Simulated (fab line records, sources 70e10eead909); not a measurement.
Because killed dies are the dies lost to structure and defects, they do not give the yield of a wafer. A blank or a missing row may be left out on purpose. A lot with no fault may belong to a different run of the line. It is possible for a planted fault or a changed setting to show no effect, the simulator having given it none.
A struck lot beside a sound one | flow nand-harc | 14 steps out of a route of 1302
Sound: these wafers, L410.1, L410.4, L410.5. Struck: wafer L419.6 (L419.3, L419.4, from the same lot, were not struck and are left out); the cause is given at the end.
Each step with rows lists, per side, the tool, then ch with its chambers, then its first start. Under that, the readings that differ: sound wafers | struck wafers | difference of the means | sigmas: that difference in standard deviations of wafers without a fault.
alike: same words and numbers on both sides, and readings whose means sit less than 2 such deviations apart. not compared: any withheld reading, any reading some wafer has no value for, any bound like >300 that may hide the same value, and any number with overlapping values for which the record gives no deviation.
A row with sigmas, a row that says differs or no value, or rows on one side alone: a step with any of these is where the two part. Numbers that don't overlap but have no deviation are shown without sigmas and don't part them. Lack of a reading on every wafer of one side parts them only where that side has two or more wafers.

first, 2 steps without rows for these wafers: NHARC_A_STAIRCASE_DESCUM_219 (chemistry O2, time 3 s); NHARC_A_STAIRCASE_TRIM_220 (chemistry O2, time 211.2 s).
NHARC_A_STAIRCASE_ETCH_221: etches the open film in C4F8/O2, target depth 100 nm, time 40.5 s.
  sound: rie-diel-09 ch 1,2,3; struck: rie-diel-12 ch 3
  alike: oes-product-au, rf-vpp-V
  not compared: rf-hours-counter-h
NHARC_A_STAIRCASE_TRIM_222: chemistry O2, time 211.2 s.
  sound: rie-diel-09 ch 1,2; struck: rie-diel-12 ch 0
  alike: drypump-motor-current-A, oes-product-au, rf-vpp-V, showerhead-plenum-p-Torr, throttle-valve-pct
  not compared: rf-hours-counter-h
then, 1 step without rows for these wafers: NHARC_A_STAIRCASE_ETCH_223 (etches the open film in C4F8/O2, target depth 100 nm, time 40.5 s).
NHARC_A_STAIRCASE_TRIM_224: chemistry O2, time 211.2 s.
  sound: rie-diel-09 ch 1,2; struck: rie-diel-12 ch 0
  reading                     | sound                | struck | difference | sigmas
  drypump-motor-current-A (A) | 6.50 5.92 6.44       | 5.71   | -0.58      | -2
  throttle-valve-pct (%)      | 17.030 17.056 17.046 | 17.018 | -0.026     | -3
  alike: oes-product-au, rf-vpp-V, showerhead-plenum-p-Torr
  not compared: rf-hours-counter-h
then, 1 step without rows for these wafers: NHARC_A_STAIRCASE_ETCH_225 (etches the open film in C4F8/O2, target depth 100 nm, time 40.5 s).
NHARC_A_STAIRCASE_TRIM_226: chemistry O2, time 211.2 s.
  sound: rie-diel-09 ch 1,2,3; struck: rie-diel-12 ch 1
  alike: drypump-motor-current-A, oes-product-au, rf-vpp-V, showerhead-plenum-p-Torr, throttle-valve-pct
  not compared: rf-hours-counter-h
then, 2 steps without rows for these wafers: NHARC_A_STAIRCASE_ETCH_227 (etches the open film in C4F8/O2, target depth 100 nm, time 40.5 s); NHARC_A_STAIRCASE_TRIM_229 (chemistry O2, time 211.2 s).
NHARC_A_STAIRCASE_ETCH_230: etches the open film in C4F8/O2, target depth 100 nm, time 40.5 s.
  sound: rie-diel-12 ch 0,2; struck: rie-diel-12 ch 2
  reading               | sound             | struck | difference | sigmas
  oes-product-au (a.u.) | 0.942 0.916 0.918 | 0.963  | +0.038     | +2
  alike: rf-vpp-V
  not compared: rf-hours-counter-h
NHARC_A_STAIRCASE_TRIM_231: chemistry O2, time 211.2 s.
  sound on rie-diel-12 ch 0,1,2, day 18 21:32; struck on rie-diel-12 ch 0, day 22 19:32
  reading                | sound                | struck | difference | sigmas
  oes-product-au (a.u.)  | 0.995 0.983 1.020    | 0.810  | -0.189     | -17
  throttle-valve-pct (%) | 17.049 17.063 17.036 | 17.018 | -0.031     | -3
  alike: drypump-motor-current-A, rf-vpp-V, showerhead-plenum-p-Torr
  not compared: rf-hours-counter-h
then, 1 step without rows for these wafers: NHARC_A_STAIRCASE_ETCH_232 (etches the open film in C4F8/O2, target depth 100 nm, time 40.5 s).
-- the record jumps here: 9 days lie between the struck wafers' starts before and after (it left off in module A_STAIRCASE and takes up again in module END, whose first step shown is number 1302 of the route) --
NHARC_END_SORT_01:
  sound on prober-02 ch 0, day 27 07:40; struck on prober-01 ch 0, day 31 13:37
  reading             | sound    | struck                   | difference                   | sigmas
  hold                | - - -    | await-dispo/1.9h/release | no value on the sound wafers |
  killed-at-array     | 68 76 75 | 625                      | +552                         | +29
  killed-at-periphery | 8 14 8   | 3                        | -7                           | -3
  killed-dies         | 80 93 86 | 630                      | +544                         | +29
  alike: killed-at-other, killed-open, killed-short

## WHERE THEY PART
Last at NHARC_END_SORT_01 as far as this record goes, first at NHARC_A_STAIRCASE_TRIM_224.

WHY: what had been put in by the simulator
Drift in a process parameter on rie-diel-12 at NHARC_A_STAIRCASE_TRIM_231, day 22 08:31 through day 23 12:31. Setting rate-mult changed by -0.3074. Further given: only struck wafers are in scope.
